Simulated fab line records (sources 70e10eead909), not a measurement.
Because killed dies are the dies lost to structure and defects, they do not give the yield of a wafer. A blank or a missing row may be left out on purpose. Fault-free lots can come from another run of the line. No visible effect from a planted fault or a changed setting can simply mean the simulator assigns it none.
Matching of chambers + flow nandHarc + NHARC_P_M0_CMP_23 on cmp-03: 4 sister chambers
The step polishes, t overpolish 20 s, target thk 117.53 nm. 4 wafers are shown with their chamber, then 7 later ones without.

## EACH WAFER AND ITS CHAMBER
| wafer  | chamber | motorCurrentA (A) |
|--------|---------|-------------------|
| L082.1 | 1       | 11.6              |
| L084.4 | 0       | 11.6              |
| L086.1 | 3       | 11.4              |
| L086.2 | 2       | 13.1              |

## WAFERS MISSING THEIR CHAMBER
| wafer  | motorCurrentA (A) |
|--------|-------------------|
| L086.4 | 11.1              |
| L091.2 | 12.6              |
| L091.3 | 12.4              |
| L091.6 | 13.2              |
| L093.2 | 12.0              |
| L093.5 | 11.2              |
| L093.6 | 11.9              |

## WHICH CHAMBER EACH ONE RAN IN
| wafer  | from the rows above               | in truth |
|--------|-----------------------------------|----------|
| L086.4 | can't be placed: 3 or 0 or 1      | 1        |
| L091.2 | can't be placed: 2 or 0 or 1 or 3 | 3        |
| L091.3 | can't be placed: 2 or 0 or 1 or 3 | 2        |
| L091.6 | 2                                 | 2        |
| L093.2 | can't be placed: 0 or 1 or 3 or 2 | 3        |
| L093.5 | can't be placed: 3 or 0 or 1      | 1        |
| L093.6 | can't be placed: 0 or 1 or 3      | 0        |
Placed correctly: 1 of 7. Unplaceable from these rows: 6, with the true chamber sitting among the candidates in 6. Placed wrongly: 0.
How it was worked out, from the rows above alone: a wafer's distance from a chamber is the root of the sum, over the readings, of the square of ((its reading less the chamber's mean) divided by the reading's scatter). If the next closest chamber is less than 2 further off than the closest, the wafer can't be placed; otherwise it belongs to the closest. A chamber's mean is the mean of its shown wafers. The scatter: with one shown wafer a chamber, the root of the mean of the squares of how far each hidden wafer lies from its nearest shown one.
